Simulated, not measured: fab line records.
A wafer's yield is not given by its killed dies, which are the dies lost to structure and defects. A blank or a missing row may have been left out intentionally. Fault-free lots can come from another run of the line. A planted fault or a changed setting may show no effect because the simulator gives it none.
What tool caused it? -- flow n5_finfet -- 27 wafers from 10 lots sampled at 7 of the route's 1938 steps

== WHAT THE GAUGES READ, wafer by wafer ==
N5_BEOL_M12_OCD_MEAS_35. Usual: trench_depth_nm 319 nm, standard deviation 6.1.
lot,measured,on,trench_depth_nm (nm),flag
L424,day 10 04:00,ocd-02,303 315 316,
L425,day 10 15:58,ocd-01,328 315 322,
L427,day 10 21:55,ocd-02,326 319 319,
L426,day 11 04:09,ocd-02,322 321 307,
L430,day 11 11:30,ocd-01,318 303 302,
L431,day 12 14:28,ocd-02,327 303 304,
L434,day 12 22:34,ocd-01,316 323 322,
L439,day 13 21:49,ocd-01,316 486,OFF
L438,day 14 07:25,ocd-01,319 490,OFF
L444,day 15 12:52,ocd-01,485 495,OFF

N5_BEOL_M12_THK_MEAS_50: measures by xrf. Usual: M12_THK 324 nm, standard deviation 6.8.
lot,measured,on,M12_THK (nm),flag
L424,day 10 08:04,film_metro-01,309 324 323,
L425,day 10 18:55,film_metro-01,333 319 331,
L427,day 11 01:17,film_metro-01,331 325 322,
L426,day 11 08:52,film_metro-01,328 326 306,
L430,day 11 16:41,film_metro-01,327 309 310,
L431,day 12 17:02,film_metro-01,333 307 310,
L434,day 13 00:59,film_metro-01,321 334 329,
L439,day 14 00:37,film_metro-01,321 490,OFF
L438,day 14 12:05,film_metro-01,322 495,OFF
L444,day 15 15:56,film_metro-01,491 506,OFF

N5_BEOL_M12_RS_MEAS_54: measures by four-point-probe. Usual: M12_RS 0.0599 ohm/sq, standard deviation 0.0012.
lot,measured,on,M12_RS (ohm/sq),flag
L424,day 10 08:11,film_metro-01,0.0632 0.0602 0.0605,
L425,day 10 19:03,film_metro-01,0.0580 0.0610 0.0586,
L427,day 11 01:41,film_metro-01,0.0585 0.0597 0.0602,
L426,day 11 08:59,film_metro-01,0.0589 0.0590 0.0630,
L430,day 11 16:48,film_metro-01,0.0599 0.0635 0.0631,
L431,day 12 17:10,film_metro-01,0.0576 0.0630 0.0621,
L434,day 13 01:07,film_metro-01,0.0606 0.0586 0.0590,
L439,day 14 00:45,film_metro-01,0.0599 0.0389,OFF
L438,day 14 12:13,film_metro-01,0.0603 0.0385,OFF
L444,day 15 16:05,film_metro-01,0.0391 0.0379,OFF

== WHICH TOOL RAN EACH LOT (tool, then ch and the chambers of the sampled wafers, then the start) ==
lot,N5_BEOL_M12_VIA_ETCH_16,N5_BEOL_M12_TRENCH_ETCH_34,N5_BEOL_M12_PRE_CLEAN_42,N5_BEOL_M12_SPUTTER_45
L424,"rie_diel-05 ch 0,1,3, day 10 02:32","rie_diel-04 ch 0,1,3, day 10 03:50","pvd_sputter-03, day 10 06:59","pvd_sputter-03, day 10 07:11"
L425,"rie_diel-04 ch 0,2, day 10 14:07","rie_diel-01 ch 0,1,2, day 10 15:49","pvd_sputter-03, day 10 17:36","pvd_sputter-03, day 10 17:48"
L427,"rie_diel-01 ch 0,1,2, day 10 20:25","rie_diel-01 ch 0,3, day 10 21:46","pvd_sputter-02, day 11 00:06","pvd_sputter-02, day 11 00:18"
L426,"rie_diel-01 ch 1,2,3, day 11 02:28","rie_diel-04 ch 0,2,3, day 11 04:00","pvd_sputter-02, day 11 07:49","pvd_sputter-02, day 11 08:01"
L430,"rie_diel-04 ch 1,2, day 11 10:07","rie_diel-05 ch 1,3, day 11 11:21","pvd_sputter-02, day 11 15:37","pvd_sputter-02, day 11 15:49"
L431,"rie_diel-01 ch 1,2, day 12 12:56","rie_diel-05 ch 1,2, day 12 14:19","pvd_sputter-01, day 12 15:59","pvd_sputter-01, day 12 16:11"
L434,"rie_diel-01 ch 1,2,3, day 12 21:00","rie_diel-01 ch 0,1, day 12 22:25","pvd_sputter-03, day 12 23:56","pvd_sputter-03, day 13 00:08"
L439,"rie_diel-04 ch 0,2, day 13 20:29","rie_diel-04 ch 0,1, day 13 21:40","pvd_sputter-03, day 13 23:17","pvd_sputter-03, day 13 23:29"
L438,"rie_diel-04 ch 1,2, day 14 05:22","rie_diel-04 ch 1,2, day 14 07:15","pvd_sputter-01, day 14 10:32","pvd_sputter-01, day 14 10:44"
L444,"rie_diel-04 ch 0,3, day 15 11:23","rie_diel-04 ch 0,3, day 15 12:42","pvd_sputter-02, day 15 14:21","pvd_sputter-02, day 15 14:33"
- N5_BEOL_M12_VIA_ETCH_16: etches SiOC in C4F8/O2/Ar, target depth 724.8 nm.
- N5_BEOL_M12_TRENCH_ETCH_34: etches SiOC in C4F8/O2/Ar, target depth 318.95 nm, time 125.5 s.
- N5_BEOL_M12_PRE_CLEAN_42: time 30 s.
- N5_BEOL_M12_SPUTTER_45: material Cu, target thk 80 nm, time 13.33 s.

== WHAT THE TOOLS THEMSELVES READ (means of the sampled wafers that have a number; where no wafer has one, the mark that the record gives instead) ==
N5_BEOL_M12_VIA_ETCH_16. Usual: O2_flow_sccm 7.998 sccm, standard deviation 0.023; drypump_motor_current_A 5.4 A, standard deviation 0.55; he_outer_torr 29.99 Torr, standard deviation 0.063; oes_product_au 0.74 a.u., standard deviation 0.088; rf_fwd_power_W 2991 W, standard deviation 9.5; rf_vpp_V 665 V, standard deviation 3.2; showerhead_plenum_p_Torr 3.39 Torr, standard deviation 0.11; throttle_valve_pct 24.1 %, standard deviation 0.31.
lot,tool,O2_flow_sccm (sccm),drypump_motor_current_A (A),he_outer_torr (Torr),oes_product_au (a.u.),rf_fwd_power_W (W),rf_vpp_V (V),showerhead_plenum_p_Torr (Torr),throttle_valve_pct (%),flag
L424,rie_diel-05,7.996,5.8,30.02,0.70,2990,662,3.30,24.1,
L425,rie_diel-04,8.017,5.4,30.01,0.79,2994,663,3.32,24.2,
L427,rie_diel-01,8.019,5.3,29.95,0.77,2988,665,3.41,24.2,
L426,rie_diel-01,8.001,5.3,29.93,0.78,3000,666,3.39,24.0,
L430,rie_diel-04,7.994,5.3,29.99,0.69,3002,664,3.35,23.9,
L431,rie_diel-01,8.003,5.2,30.01,0.70,2971,667,3.45,24.2,
L434,rie_diel-01,7.984,5.3,29.97,0.76,2989,665,3.38,24.0,
L439,rie_diel-04,7.969,5.3,29.93,0.71,2986,662,3.29,24.1,
L438,rie_diel-04,8.008,5.3,30.02,0.69,2990,665,3.40,23.9,
L444,rie_diel-04,8.012,5.2,29.97,0.81,2996,666,3.43,24.4,

N5_BEOL_M12_TRENCH_ETCH_34. Usual: O2_flow_sccm 7.999 sccm, standard deviation 0.022; drypump_motor_current_A 5.3 A, standard deviation 0.53; he_outer_torr 30.00 Torr, standard deviation 0.06; oes_product_au 0.83 a.u., standard deviation 0.097; rf_fwd_power_W 2988 W, standard deviation 10; rf_vpp_V 665 V, standard deviation 3.3; showerhead_plenum_p_Torr 3.39 Torr, standard deviation 0.11; throttle_valve_pct 24.1 %, standard deviation 0.32.
lot,tool,O2_flow_sccm (sccm),drypump_motor_current_A (A),he_outer_torr (Torr),oes_product_au (a.u.),rf_fwd_power_W (W),rf_vpp_V (V),showerhead_plenum_p_Torr (Torr),throttle_valve_pct (%),flag
L424,rie_diel-04,7.993,5.2,30.01,0.85,2989,667,3.49,24.2,
L425,rie_diel-01,7.986,5.3,29.98,0.86,2983,665,3.41,24.2,
L427,rie_diel-01,7.995,4.9,30.00,0.90,2981,663,3.35,24.0,
L426,rie_diel-04,8.000,5.2,30.01,0.77,2987,665,3.38,24.3,
L430,rie_diel-05,7.986,5.9,30.01,0.71,2997,661,3.28,24.4,
L431,rie_diel-05,7.980,6.1,29.98,0.74,2997,662,3.34,24.2,
L434,rie_diel-01,8.015,4.8,29.99,0.81,2981,664,3.41,24.3,
L439,rie_diel-04,8.015,5.3,29.98,1.01,2994,666,3.46,24.1,
L438,rie_diel-04,8.005,5.3,29.93,0.90,2978,666,3.40,23.9,
L444,rie_diel-04,8.021,5.2,30.09,1.19,2988,666,3.43,24.4,OFF

N5_BEOL_M12_PRE_CLEAN_42. Usual: heater_power_w 324 W, standard deviation 28.
lot,tool,heater_power_w (W),flag
L424,pvd_sputter-03,310,
L425,pvd_sputter-03,309,
L427,pvd_sputter-02,339,
L426,pvd_sputter-02,309,
L430,pvd_sputter-02,335,
L431,pvd_sputter-01,332,
L434,pvd_sputter-03,311,
L439,pvd_sputter-03,321,
L438,pvd_sputter-01,372,
L444,pvd_sputter-02,296,

N5_BEOL_M12_SPUTTER_45. Usual: throttle_valve_pct 30.1 %, standard deviation 0.98.
lot,tool,throttle_valve_pct (%),flag
L424,pvd_sputter-03,30.0,
L425,pvd_sputter-03,29.5,
L427,pvd_sputter-02,30.6,
L426,pvd_sputter-02,31.0,
L430,pvd_sputter-02,30.7,
L431,pvd_sputter-01,29.2,
L434,pvd_sputter-03,29.9,
L439,pvd_sputter-03,29.3,
L438,pvd_sputter-01,30.1,
L444,pvd_sputter-02,30.7,

== THE ANSWER, worked out from the rows above alone ==
Rule: a lot is off if the mean of its wafers that have a number lies more than 3 standard deviations from the usual mean. A lot without any number at a reading at which 4 lots or more have one is off too. Where the step has rows for the other lots, those lots are counted as sound. After the gauges, taken in route order, come the tools' own readings; for these a lot's mean is taken, as printed above. The first step at which some lot is off is used, and at that step the reading that is off furthest; a lot without a number counts as furthest.
Off: L439, L438, L444, at N5_BEOL_M12_OCD_MEAS_35 (trench_depth_nm).
A tool fits if, at a process step before that reading, it ran every lot that is off, and no sound lot after the first of them. The gauges at N5_BEOL_M12_OCD_MEAS_35 aren't tried: what is off there is off at N5_BEOL_M12_THK_MEAS_50 too, on other tools, and a gauge's error can't cause that. One fits: rie_diel-04 at N5_BEOL_M12_VIA_ETCH_16 and N5_BEOL_M12_TRENCH_ETCH_34. At N5_BEOL_M12_VIA_ETCH_16 its last sound lot is L430 (day 11 10:07), its first lot that is off L439 (day 13 20:29): a fault that began between those two fits.

== WHAT THE SIMULATOR HAD INSERTED ==
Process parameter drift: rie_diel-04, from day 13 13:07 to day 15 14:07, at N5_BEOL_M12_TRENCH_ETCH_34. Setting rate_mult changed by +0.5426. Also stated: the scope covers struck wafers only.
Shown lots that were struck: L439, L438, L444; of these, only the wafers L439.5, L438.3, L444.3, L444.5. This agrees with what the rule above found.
